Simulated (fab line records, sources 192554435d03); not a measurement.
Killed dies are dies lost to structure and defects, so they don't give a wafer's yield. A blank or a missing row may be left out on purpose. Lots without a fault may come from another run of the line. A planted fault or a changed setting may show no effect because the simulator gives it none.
Split-lot experiment | flow n5_finfet | 7 lots, 21 wafers read, on a route of 1938 steps

THE SPLIT
At N5_BEOL_M10_ETCH_41 (etches SiCN in CH3F/O2, target depth 42.6 nm, time 86 s), the setting source_w was moved away from the recipe's 395 W on 7 of the 21 wafers read, by -15.7% to +5.4%. The other wafers ran this setting at the recipe's value.

The reading is taken at the split's own step.

THE READING
rf_vpp_V, in V, at N5_BEOL_M10_ETCH_41 (etches SiCN in CH3F/O2, target depth 42.6 nm, time 86 s). Fault-free wafers of this fab line usually give 297.0 V, standard deviation 1.3 V.

wafer  | tool, chamber at the split | source_w as run, W | against the recipe | rf_vpp_V, V | against lot-mates on the recipe
L074.3 | rie_diel-04, 1             | 413.3              | +4.6%              | 292.6       | -4.1
L074.5 | rie_diel-04, 1             | 413.3              | +4.6%              | 292.2       | -4.5
L074.6 | rie_diel-04, 0             | 395                | recipe             | 296.7       | -
L077.1 | rie_diel-03, 0             | 395                | recipe             | 296.9       | -
L077.2 | rie_diel-03, 1             | 395                | recipe             | 296.8       | -
L077.3 | rie_diel-03, 3             | 332.9              | -15.7%             | 316.3       | +19.4
L078.1 | rie_diel-04, 2             | 395                | recipe             | 297.2       | -
L078.4 | rie_diel-04, 1             | 395                | recipe             | 295.6       | -
L078.5 | rie_diel-04, 2             | 374.5              | -5.2%              | 300.9       | +4.5
L082.1 | rie_diel-04, 2             | 395                | recipe             | 296.1       | -
L082.2 | rie_diel-04, 3             | 395                | recipe             | 297.9       | -
L082.6 | rie_diel-04, 2             | 395                | recipe             | 295.6       | -
L084.2 | rie_diel-04, 0             | 395                | recipe             | 300.3       | -
L084.4 | rie_diel-04, 0             | 395                | recipe             | 296.9       | -
L084.5 | rie_diel-04, 3             | 395                | recipe             | 299.6       | -
L093.1 | rie_diel-04, 2             | 416.3              | +5.4%              | 291.9       | -5.9
L093.4 | rie_diel-04, 0             | 395                | recipe             | 297.8       | -
L093.6 | rie_diel-04, 3             | 416.3              | +5.4%              | 292.4       | -5.4
L094.2 | rie_diel-05, 0             | 335.1              | -15.2%             | 311.1       | +14.6
L094.4 | rie_diel-05, 2             | 395                | recipe             | 297.0       | -
L094.5 | rie_diel-05, 0             | 395                | recipe             | 296.1       | -

THE FIT
A straight line over all 21 wafers: rf_vpp_V changes by -1.04 V for each +1% of source_w; r = -0.97; the points scatter about the line by 1.4 V.
The same after taking each lot's own level away (the mean of its wafers on the recipe; 21 wafers): -1.07 V for each +1%; r = -0.98; scatter 1.1 V.
On that fit, the largest move of source_w shifts the reading by 17 V.
The lots' own levels span 296.40 to 298.93 V, that is 1.9 times the standard deviation above.
So the lot-to-lot level changes the slope little: the two slopes agree.
Check: with one of the wafers moved furthest among these (-15.7%) left out of the fit, the line predicts +15.1 V for it against its lot-mates. It came out at +19.4 V against them.
Tool readings at the split's step, against how far the setting was moved: rf_vpp_V r = -0.97.

OTHER SPLITS ON THESE WAFERS
These wafers also went through other splits before the reading. Each is held against what the fit with the lots' levels taken away leaves over:
other split on the same wafers     | wafers away from the commonest value | r with rf_vpp_V (lot level and that fit taken away)
N5_BEOL_M7_DESCUM_33 time_s        | 6                                    | +0.12
N5_BEOL_M7_TRENCH_ETCH_37 source_w | 5                                    | +0.09
N5_BEOL_M9_TRENCH_ETCH_37 bias_w   | 9                                    | -0.32
N5_BEOL_M10_TRENCH_ETCH_37 bias_w  | 7                                    | +0.33

THE FILE'S OWN FIT
rf_vpp_V changes by -1.08 V for each +1% of source_w, r = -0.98.
